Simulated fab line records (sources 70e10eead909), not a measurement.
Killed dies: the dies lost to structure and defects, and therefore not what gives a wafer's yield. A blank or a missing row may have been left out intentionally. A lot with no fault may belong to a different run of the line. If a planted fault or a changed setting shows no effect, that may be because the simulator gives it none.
Which tool did it? || flow nand_harc || 18 wafers from 6 lots sampled at 5 of the route's 1159 steps

WHAT EACH GAUGE READ, for each wafer
NHARC_END_SORT_01.
{"lot": "L823", "measured": "day 19 23:25", "on": "prober-01", "defect_limited_yield (%)": "96.2 95.6 97.8"}
{"lot": "L839", "measured": "day 23 10:20", "on": "prober-02", "defect_limited_yield (%)": "95.4 6.1 94.2"}

TOOL THAT RAN EACH LOT (tool first, then ch and the chambers of the sampled wafers, then the start)
{"lot": "L823", "NHARC_A_M1_CMP_23": "cmp-04 ch 0,2,3, day 18 03:15", "NHARC_A_M1_PRE_CLEAN_32": "pecvd-03 ch 0,1,2, day 18 03:44", "NHARC_A_BONDPAD_ETCH_34": "rie_diel-09 ch 1,2,3, day 18 05:54", "NHARC_A_BONDPAD_PRE_CLEAN_26": "pvd_sputter-02, day 19 23:25 or earlier"}
{"lot": "L827", "NHARC_A_M1_CMP_23": "cmp-04 ch 0,1,3, day 18 13:29", "NHARC_A_M1_PRE_CLEAN_32": "pecvd-02 ch 1,2, day 18 13:58", "NHARC_A_BONDPAD_ETCH_34": "rie_diel-11 ch 0,2,3, day 18 15:59", "NHARC_A_BONDPAD_PRE_CLEAN_26": "pvd_sputter-03, no start"}
{"lot": "L829", "NHARC_A_M1_CMP_23": "cmp-02 ch 2,3, day 19 03:36", "NHARC_A_M1_PRE_CLEAN_32": "pecvd-01 ch 0,1,2, day 19 04:08", "NHARC_A_BONDPAD_ETCH_34": "rie_diel-06 ch 0,2, day 19 06:19", "NHARC_A_BONDPAD_PRE_CLEAN_26": "pvd_sputter-03, no start"}
{"lot": "L832", "NHARC_A_M1_CMP_23": "cmp-02 ch 1,2,3, day 20 00:10", "NHARC_A_M1_PRE_CLEAN_32": "pecvd-02 ch 0,2, day 20 00:42", "NHARC_A_BONDPAD_ETCH_34": "rie_diel-09 ch 0,1, day 20 02:50", "NHARC_A_BONDPAD_PRE_CLEAN_26": "pvd_sputter-01, no start"}
{"lot": "L837", "NHARC_A_M1_CMP_23": "cmp-04 ch 1,2,3, day 20 16:16", "NHARC_A_M1_PRE_CLEAN_32": "pecvd-01 ch 1,2, day 20 16:47", "NHARC_A_BONDPAD_ETCH_34": "rie_diel-11 ch 1,2,3, day 20 18:58", "NHARC_A_BONDPAD_PRE_CLEAN_26": "pvd_sputter-01, no start"}
{"lot": "L839", "NHARC_A_M1_CMP_23": "cmp-04 ch 1,3, day 21 23:04", "NHARC_A_M1_PRE_CLEAN_32": "pecvd-01 ch 0,1,2, day 21 23:37", "NHARC_A_BONDPAD_ETCH_34": "rie_diel-09 ch 0,1, day 22 01:46", "NHARC_A_BONDPAD_PRE_CLEAN_26": "pvd_sputter-02, day 23 10:20 or earlier"}
- NHARC_A_M1_CMP_23: polishes, t overpolish 20 s, target thk 154.34 nm.
- NHARC_A_M1_PRE_CLEAN_32: time 12 s.
- NHARC_A_BONDPAD_ETCH_34: etches the open film in N2/H2, target depth 60 nm, overetch 18 nm, time 65.91 s.
- NHARC_A_BONDPAD_PRE_CLEAN_26: time 30 s.

THE ANSWER, worked out from the rows above alone
Rule: the usual values come from the lots themselves. The widest of any qualifying gaps counts: lots, ordered by their means at a reading, are off when they make up no more than a third of the lots, leave a main group of 4 or more, and stand apart from it by 3 or more times the standard deviation of that group's means. A main group whose means are all the same, to the digits that the tables above print for the reading, isn't used. A lot without any number at a reading at which 4 lots or more have one is off too. All remaining lots with rows at the step are treated as sound.
Across all readings shown, no lot is off: no conclusion can be drawn from this.

WHAT THE SIMULATOR HAD PUT IN
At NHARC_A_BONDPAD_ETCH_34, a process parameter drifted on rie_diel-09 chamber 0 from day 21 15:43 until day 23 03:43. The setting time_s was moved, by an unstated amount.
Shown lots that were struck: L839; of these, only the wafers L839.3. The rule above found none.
